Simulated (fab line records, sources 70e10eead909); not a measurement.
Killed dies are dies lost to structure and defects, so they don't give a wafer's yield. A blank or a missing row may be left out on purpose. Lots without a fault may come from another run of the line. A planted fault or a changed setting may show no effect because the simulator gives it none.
Which tool did it? | flow nand_harc | 24 lots, 72 wafers sampled, at 6 steps of a route of 1159

WHAT THE GAUGES READ, wafer by wafer
NHARC_A_SLIT_INSPECT_11.
lot  | measured     | on                | raw_defect_count
L074 | day 14 09:31 | defect_inspect-01 | 26 28 20
L077 | day 14 20:04 | defect_inspect-02 | 13 9 5
L076 | day 14 20:24 | defect_inspect-02 | 23 22 30
L075 | day 14 20:54 | defect_inspect-01 | 5 7 9
L078 | day 14 22:02 | defect_inspect-01 | 12 20 22
L079 | day 15 23:29 | defect_inspect-01 | 19 17 26
L080 | day 16 01:25 | defect_inspect-01 | 8 20 22
L083 | day 16 14:01 | defect_inspect-02 | 35 26 29
L081 | day 16 14:20 | defect_inspect-01 | 30 25 20
L082 | day 16 15:02 | defect_inspect-01 | 15 10 20
L084 | day 16 19:10 | defect_inspect-01 | 16 12 12
L085 | day 17 12:35 | defect_inspect-01 | 25 27 32
L089 | day 17 12:44 | defect_inspect-01 | 17 19 12
L087 | day 17 12:53 | defect_inspect-02 | 18 19 10
L086 | day 17 14:32 | defect_inspect-01 | 27 28 30
L088 | day 18 09:01 | defect_inspect-01 | 22 36 36
L090 | day 18 11:01 | defect_inspect-02 | 20 26 20
L091 | day 18 18:37 | defect_inspect-02 | 20 15 15
L092 | day 18 18:56 | defect_inspect-01 | 36 37 37
L094 | day 19 10:34 | defect_inspect-02 | 32 39 38
L093 | day 19 10:43 | defect_inspect-02 | 19 34 22
L095 | day 19 13:47 | defect_inspect-01 | 25 14 28
L096 | day 20 14:34 | defect_inspect-01 | 12 16 22
L097 | day 20 16:16 | defect_inspect-02 | 23 21 22

NHARC_A_CONTACT_OVL_MEAS_70.
lot  | measured     | on         | overlay_x_nm (nm) | overlay_y_nm (nm)
L074 | day 16 13:05 | overlay-01 | -1.5 -1.4 -1.6    | 0.4 0.1 0.7
L077 | day 16 23:12 | overlay-01 | 0.6 0.7 0.7       | 0.9 0.6 0.6
L076 | day 17 06:08 | overlay-02 | -0.8 -0.6 -0.3    | 0.6 1.0 -0.1
L075 | day 17 01:15 | overlay-02 | -0.7 -0.7 -1.3    | -0.3 -0.5 0.1
L078 | day 17 08:33 | overlay-02 | -1.2 -1.1 -0.5    | 0.5 0.2 0.4
L079 | day 18 04:26 | overlay-02 | -0.5 -0.5 -0.3    | 0.1 -0.3 -0.5
L080 | day 18 02:23 | overlay-02 | -0.7 0.0 0.1      | 0.5 0.8 0.9
L083 | day 18 18:24 | overlay-02 | 0.3 0.5 0.7       | -0.9 -0.7 -0.5
L081 | day 18 16:47 | overlay-02 | 0.2 0.4 0.3       | 0.2 0.6 0.7
L082 | day 19 04:23 | overlay-01 | 0.1 -0.1 0.1      | -0.6 0.0 0.2
L084 | day 19 03:41 | overlay-01 | -1.1 0.0 -0.5     | 1.1 1.1 1.1
L085 | day 19 20:19 | overlay-02 | 0.1 0.1 0.3       | -0.3 -0.3 -0.1
L089 | day 19 23:47 | overlay-02 | 0.0 -0.3 0.4      | -0.8 -1.2 -0.7
L087 | day 19 18:10 | overlay-02 | 1.1 0.3 0.4       | -1.2 -1.8 -1.1
L086 | day 20 02:38 | overlay-02 | 0.3 0.3 0.3       | 0.3 0.0 0.2
L088 | day 20 16:26 | overlay-01 | 0.6 1.1 0.3       | -0.5 -0.3 -0.4
L090 | day 20 14:19 | overlay-02 | 0.7 1.4 1.2       | -1.3 -1.6 -1.7
L091 | day 21 04:23 | overlay-02 | 0.4 0.3 0.3       | -0.2 0.3 -0.3
L092 | day 21 05:52 | overlay-01 | -1.1 -1.1 -1.2    | -0.3 -0.2 -0.2
L094 | day 21 19:12 | overlay-01 | -1.2 -1.1 -0.8    | -0.6 -1.0 -0.1
L093 | day 21 23:28 | overlay-01 | 1.5 1.9 1.1       | -0.4 -0.1 -0.3
L095 | day 22 01:41 | overlay-02 | -0.7 0.3 0.0      | 0.6 0.7 0.7
L096 | day 22 20:38 | overlay-02 | 0.1 -0.2 0.0      | 0.0 -0.3 0.3
L097 | day 23 11:53 | overlay-02 | -0.7 0.0 -0.2     | 0.4 0.8 0.6

WHICH TOOL RAN EACH LOT (tool, then ch and the chambers of the sampled wafers, then the start)
lot  | NHARC_A_WL_FILL_CMP_12        | NHARC_A_CONTACT_ETCH_49                       | NHARC_A_CONTACT_ETCH_90            | NHARC_A_CONTACT_DEP_58
L074 | cmp-01 ch 0,3, day 16 00:38   | rie_diel-12 ch 1,2,3, day 16 08:03 or earlier | rie_diel-01 ch 0,1,3, day 16 08:03 | pecvd-01 ch 0,2, day 16 12:17
L077 | cmp-01 ch 0,3, day 16 09:31   | rie_diel-01 ch 1,2,3, day 16 19:37 or earlier | rie_diel-01 ch 0,3, day 16 19:37   | pecvd-03 ch 1,2, day 16 22:31
L076 | cmp-01 ch 0,1,3, day 16 13:46 | rie_diel-02 ch 0,1,2, day 17 02:16 or earlier | rie_diel-01 ch 0,2,3, day 17 02:16 | pecvd-02 ch 1,2, day 17 05:19
L075 | cmp-02 ch 0,2,3, day 16 10:04 | rie_diel-01 ch 0,1,2, day 16 21:25 or earlier | rie_diel-01 ch 1,2,3, day 16 21:25 | pecvd-03 ch 0,1,2, day 17 00:30
L078 | cmp-03 ch 1,2,3, day 16 21:07 | rie_diel-02 ch 0,1,2, day 17 04:49 or earlier | rie_diel-01 ch 0,1,3, day 17 04:49 | pecvd-01 ch 1,2, day 17 07:44
L079 | cmp-02 ch 1,3, day 17 15:11   | rie_diel-01 ch 0,1,2, day 18 00:03 or earlier | rie_diel-01 ch 1,3, day 18 00:03   | pecvd-03 ch 1,2, day 18 03:49
L080 | cmp-02 ch 1,2,3, day 17 12:28 | rie_diel-01 ch 0,2, day 17 21:49 or earlier   | rie_diel-02 ch 0,2,3, day 17 21:49 | pecvd-01 ch 0,1,2, day 18 01:34
L083 | cmp-02 ch 0,2,3, day 18 05:10 | rie_diel-02 ch 0,1,2, day 18 14:34 or earlier | rie_diel-02 ch 0,1,2, day 18 14:34 | pecvd-03 ch 0,1, day 18 17:35
L081 | cmp-01 ch 1,2,3, day 18 05:02 | rie_diel-02 ch 2,3, day 18 12:31 or earlier   | rie_diel-12 ch 1,2,3, day 18 12:31 | pecvd-03 ch 0,1,2, day 18 16:02
L082 | cmp-01 ch 0,3, day 18 16:10   | rie_diel-02 ch 0,1,3, day 19 00:20 or earlier | rie_diel-01 ch 0,3, day 19 00:20   | pecvd-02 ch 1,2, day 19 03:38
L084 | cmp-01 ch 1,2, day 18 15:53   | rie_diel-01 ch 0,1,2, day 18 23:55 or earlier | rie_diel-12 ch 2,3, day 18 23:55   | pecvd-02 ch 0,1,2, day 19 02:55
L085 | cmp-01 ch 0,1,3, day 19 07:38 | rie_diel-01 ch 2,3, day 19 16:01 or earlier   | rie_diel-12 ch 1,2,3, day 19 16:01 | pecvd-01 ch 0,2, day 19 19:34
L089 | cmp-01 ch 1,3, day 19 11:20   | rie_diel-02 ch 0,3, day 19 19:53 or earlier   | rie_diel-12 ch 1,3, day 19 19:53   | pecvd-01 ch 0,1,2, day 19 23:00
L087 | cmp-02 ch 0,2,3, day 19 07:02 | rie_diel-02 ch 1,3, day 19 14:17 or earlier   | rie_diel-12 ch 1,2, day 19 14:17   | pecvd-03 ch 0,1, day 19 17:29
L086 | cmp-01 ch 1,2,3, day 19 13:46 | rie_diel-02 ch 0,1,3, day 19 21:38 or earlier | rie_diel-01 ch 0,3, day 19 21:38   | pecvd-02 ch 0,2, day 20 01:59
L088 | cmp-01 ch 0,1, day 20 04:02   | rie_diel-01 ch 0,1,3, day 20 11:55 or earlier | rie_diel-01 ch 0,1, day 20 11:55   | pecvd-03 ch 0,2, day 20 15:46
L090 | cmp-03 ch 0,1,3, day 20 03:22 | rie_diel-12 ch 0,1,3, day 20 10:35 or earlier | rie_diel-02 ch 0,1,2, day 20 10:35 | pecvd-01 ch 0,1, day 20 13:31
L091 | cmp-01 ch 0,2, day 20 13:47   | rie_diel-02 ch 0,3, day 20 21:37 or earlier   | rie_diel-01 ch 0,2,3, day 20 21:37 | pecvd-02 ch 1,2, day 21 03:43
L092 | cmp-03 ch 0,2,3, day 20 13:52 | rie_diel-01 ch 0,2,3, day 20 21:45 or earlier | rie_diel-12 ch 1,2,3, day 20 21:45 | pecvd-02 ch 0,1, day 21 05:03
L094 | cmp-01 ch 1,2,3, day 21 03:31 | rie_diel-01 ch 0,1,3, day 21 14:51 or earlier | rie_diel-02 ch 1,2,3, day 21 14:51 | pecvd-03 ch 0,1,2, day 21 18:22
L093 | cmp-01 ch 0,2,3, day 21 07:50 | rie_diel-02 ch 0,2,3, day 21 18:02 or earlier | rie_diel-02 ch 1,2, day 21 18:02   | pecvd-03 ch 1,2, day 21 22:39
L095 | cmp-01 ch 2,3, day 21 12:08   | rie_diel-02 ch 0,2, day 21 21:58 or earlier   | rie_diel-02 ch 0,2,3, day 21 21:58 | pecvd-01 ch 0,2, day 22 00:53
L096 | cmp-01 ch 0,2, day 22 07:25   | rie_diel-01 ch 0,1,2, day 22 16:55 or earlier | rie_diel-01 ch 2,3, day 22 16:55   | pecvd-01 ch 1,2, day 22 19:55
L097 | cmp-01 ch 0,2,3, day 22 20:29 | rie_diel-01 ch 0,3, day 23 05:03 or earlier   | rie_diel-01 ch 1,2, day 23 05:03   | pecvd-02 ch 0,2, day 23 11:13
- NHARC_A_WL_FILL_CMP_12: polishes, t overpolish 30 s, target thk 75 nm.
- NHARC_A_CONTACT_ETCH_49: etches the open film in N2/H2, target depth 260 nm, time 475.3 s.
- NHARC_A_CONTACT_ETCH_90: etches the open film in CH3F/O2, target depth 40 nm, time 85.7 s.
- NHARC_A_CONTACT_DEP_58: deposits SiON, target thk 60 nm.

WHAT THE TOOLS THEMSELVES READ (means of the sampled wafers that have a number; where no wafer has one, the mark that the record gives instead)
NHARC_A_WL_FILL_CMP_12.
lot  | tool   | motor_current_A (A) | overpolish_run_s (s) | time_to_endpoint_s (s)
L074 | cmp-01 | 11.9                | 29.995               | 11.6
L077 | cmp-01 | 11.6                | 30.000               | 12.1
L076 | cmp-01 | 11.7                | 29.996               | 13.6
L075 | cmp-02 | 11.4                | 29.998               | 16.1
L078 | cmp-03 | 11.8                | 30.002               | 17.1
L079 | cmp-02 | 11.4                | 30.001               | 15.0
L080 | cmp-02 | 11.6                | 29.995               | 14.9
L083 | cmp-02 | 11.3                | 29.995               | 13.7
L081 | cmp-01 | 11.3                | 29.996               | 16.0
L082 | cmp-01 | 12.0                | 29.995               | 15.5
L084 | cmp-01 | 11.3                | 29.999               | 14.6
L085 | cmp-01 | 11.5                | 29.988               | 13.1
L089 | cmp-01 | 11.1                | 30.005               | 13.0
L087 | cmp-02 | 11.5                | 30.000               | 14.7
L086 | cmp-01 | 11.6                | 30.004               | 12.2
L088 | cmp-01 | 11.2                | 30.005               | 13.3
L090 | cmp-03 | 11.7                | 29.999               | 15.8
L091 | cmp-01 | 11.9                | 30.004               | 12.8
L092 | cmp-03 | 11.8                | 30.005               | 17.0
L094 | cmp-01 | 11.6                | 29.998               | 16.2
L093 | cmp-01 | 11.8                | 30.013               | 13.7
L095 | cmp-01 | 12.2                | 30.004               | 16.3
L096 | cmp-01 | 11.6                | 30.007               | 14.3
L097 | cmp-01 | 11.6                | 29.990               | 15.4

NHARC_A_CONTACT_ETCH_49.
lot  | tool        | bias_w (W) | drypump_motor_current_A (A) | oes_product_au (a.u.) | rf_vpp_V (V) | showerhead_plenum_p_Torr (Torr) | throttle_valve_pct (%)
L074 | rie_diel-12 | 150.4      | 5.6                         | 0.996                 | 429.2        | 1.99                            | 14.183
L077 | rie_diel-01 | 150.3      | 5.6                         | 1.001                 | 430.1        | 2.02                            | 14.177
L076 | rie_diel-02 | 150.0      | 6.2                         | 0.995                 | 430.2        | 2.06                            | 14.173
L075 | rie_diel-01 | 150.1      | 5.4                         | 1.000                 | 431.1        | 2.04                            | 14.169
L078 | rie_diel-02 | 149.6      | 6.2                         | 0.999                 | 430.9        | 2.06                            | 14.173
L079 | rie_diel-01 | 150.0      | 5.4                         | 1.000                 | 430.2        | 2.04                            | 14.168
L080 | rie_diel-01 | 150.0      | 5.5                         | 1.007                 | 429.8        | 2.00                            | 14.179
L083 | rie_diel-02 | 149.8      | 6.2                         | 1.005                 | 431.0        | 2.06                            | 14.162
L081 | rie_diel-02 | 150.2      | 5.9                         | 0.993                 | 433.4        | 2.14                            | 14.171
L082 | rie_diel-02 | 149.7      | 6.5                         | 0.993                 | 429.6        | 2.02                            | 14.170
L084 | rie_diel-01 | 149.8      | 5.4                         | 1.003                 | 430.3        | 2.04                            | 14.166
L085 | rie_diel-01 | 150.1      | 5.5                         | 1.004                 | 429.2        | 1.97                            | 14.172
L089 | rie_diel-02 | 150.5      | 6.2                         | 0.996                 | 431.4        | 2.06                            | 14.179
L087 | rie_diel-02 | 149.8      | 6.5                         | 1.003                 | 430.0        | 2.02                            | 14.169
L086 | rie_diel-02 | 150.3      | 6.5                         | 0.993                 | 430.2        | 2.02                            | 14.163
L088 | rie_diel-01 | 150.0      | 5.8                         | 0.997                 | 431.4        | 2.03                            | 14.168
L090 | rie_diel-12 | 149.5      | 6.0                         | 0.998                 | 429.6        | 2.00                            | 14.161
L091 | rie_diel-02 | 150.1      | 6.5                         | 0.991                 | 430.0        | 2.01                            | 14.168
L092 | rie_diel-01 | 149.8      | 5.7                         | 1.003                 | 428.9        | 1.98                            | 14.169
L094 | rie_diel-01 | 150.4      | 5.7                         | 0.996                 | 430.0        | 2.03                            | 14.175
L093 | rie_diel-02 | 149.9      | 6.0                         | 0.999                 | 431.6        | 2.08                            | 14.173
L095 | rie_diel-02 | 149.7      | 5.8                         | 0.989                 | 432.8        | 2.11                            | 14.175
L096 | rie_diel-01 | 150.2      | 5.4                         | 1.006                 | 430.6        | 2.03                            | 14.174
L097 | rie_diel-01 | 149.9      | 5.9                         | 1.006                 | 428.4        | 1.99                            | 14.184

NHARC_A_CONTACT_ETCH_90.
lot  | tool        | bias_w (W) | drypump_motor_current_A (A) | o2_flow_sccm (sccm) | oes_product_au (a.u.) | rf_vpp_V (V) | showerhead_plenum_p_Torr (Torr) | throttle_valve_pct (%)
L074 | rie_diel-01 | 99.8       | 5.7                         | 30.02               | 1.00                  | 244.1        | 2.46                            | 20.665
L077 | rie_diel-01 | 99.9       | 6.0                         | 30.03               | 0.92                  | 244.0        | 2.40                            | 20.662
L076 | rie_diel-01 | 99.9       | 5.7                         | 30.03               | 0.99                  | 243.6        | 2.40                            | 20.657
L075 | rie_diel-01 | 100.2      | 5.6                         | 29.98               | 0.93                  | 244.0        | 2.44                            | 20.669
L078 | rie_diel-01 | 100.2      | 5.8                         | 29.90               | 1.00                  | 244.7        | 2.46                            | 20.658
L079 | rie_diel-01 | 99.9       | 5.9                         | 30.04               | 0.92                  | 243.9        | 2.44                            | 20.669
L080 | rie_diel-02 | 100.0      | 6.1                         | 30.00               | 0.92                  | 244.9        | 2.53                            | 20.659
L083 | rie_diel-02 | 100.0      | 6.2                         | 30.00               | 0.93                  | 244.5        | 2.48                            | 20.664
L081 | rie_diel-12 | 100.0      | 5.6                         | 30.10               | 1.00                  | 243.0        | 2.40                            | 20.664
L082 | rie_diel-01 | 100.1      | 5.8                         | 30.03               | 1.01                  | 243.6        | 2.41                            | 20.669
L084 | rie_diel-12 | 100.3      | 5.8                         | 30.00               | 1.00                  | 242.7        | 2.36                            | 20.656
L085 | rie_diel-12 | 99.8       | 5.6                         | 30.04               | 1.00                  | 243.8        | 2.39                            | 20.662
L089 | rie_diel-12 | 99.9       | 5.7                         | 29.89               | 1.00                  | 243.2        | 2.40                            | 20.660
L087 | rie_diel-12 | 99.7       | 5.6                         | 29.97               | 1.00                  | 243.7        | 2.38                            | 20.664
L086 | rie_diel-01 | 100.3      | 6.0                         | 30.13               | 1.00                  | 244.0        | 2.40                            | 20.657
L088 | rie_diel-01 | 99.7       | 5.6                         | 29.94               | 0.94                  | 244.8        | 2.47                            | 20.659
L090 | rie_diel-02 | 100.0      | 6.2                         | 30.05               | 0.93                  | 244.8        | 2.47                            | 20.668
L091 | rie_diel-01 | 99.8       | 5.6                         | 30.03               | 1.01                  | 243.4        | 2.39                            | 20.668
L092 | rie_diel-12 | 100.0      | 5.6                         | 30.08               | 0.93                  | 243.8        | 2.39                            | 20.665
L094 | rie_diel-02 | 100.1      | 6.1                         | 30.01               | 0.93                  | 244.9        | 2.52                            | 20.664
L093 | rie_diel-02 | 100.5      | 5.8                         | 30.11               | 0.92                  | 246.0        | 2.55                            | 20.663
L095 | rie_diel-02 | 99.9       | 6.0                         | 30.09               | 0.92                  | 245.0        | 2.51                            | 20.658
L096 | rie_diel-01 | 99.9       | 5.8                         | 29.95               | 0.94                  | 243.5        | 2.37                            | 20.668
L097 | rie_diel-01 | 99.6       | 5.3                         | 30.02               | 0.93                  | 244.6        | 2.49                            | 20.664

NHARC_A_CONTACT_DEP_58.
lot  | tool     | heater_power_outer_w (W) | heater_power_w (W)
L074 | pecvd-01 | 399                      | 710
L077 | pecvd-03 | 392                      | 681
L076 | pecvd-02 | 321                      | 594
L075 | pecvd-03 | 431                      | 727
L078 | pecvd-01 | 464                      | 784
L079 | pecvd-03 | 380                      | 660
L080 | pecvd-01 | 407                      | 719
L083 | pecvd-03 | 424                      | 692
L081 | pecvd-03 | 417                      | 697
L082 | pecvd-02 | 334                      | 617
L084 | pecvd-02 | 365                      | 648
L085 | pecvd-01 | 422                      | 733
L089 | pecvd-01 | 409                      | 702
L087 | pecvd-03 | 451                      | 750
L086 | pecvd-02 | 377                      | 680
L088 | pecvd-03 | 411                      | 715
L090 | pecvd-01 | 389                      | 653
L091 | pecvd-02 | 380                      | 689
L092 | pecvd-02 | 420                      | 745
L094 | pecvd-03 | 442                      | 714
L093 | pecvd-03 | 388                      | 665
L095 | pecvd-01 | 408                      | 749
L096 | pecvd-01 | 469                      | 772
L097 | pecvd-02 | 377                      | 678

THE ANSWER, worked out from the rows above alone
Rule: what is usual is taken from the lots themselves. Put in order of their means at a reading, lots are off if they are a third of the lots or fewer, leave a main group of 4 or more, and stand apart from it by a gap of 3 or more times the standard deviation of the main group's means; of several such gaps the widest counts. A main group whose means are all the same, to the digits that the tables above print for the reading, isn't used. A lot without any number at a reading at which 4 lots or more have one is off too. The other lots that the step has rows for count as sound. The gauges are gone through in route order, then the tools' own readings, and for those a lot's mean is taken as printed above. The first step at which some lot is off is used, and at that step the reading that is off furthest; a lot without a number counts as furthest.
No lot is off at any reading shown: from this, nothing can be told.

WHAT THE SIMULATOR HAD PUT IN
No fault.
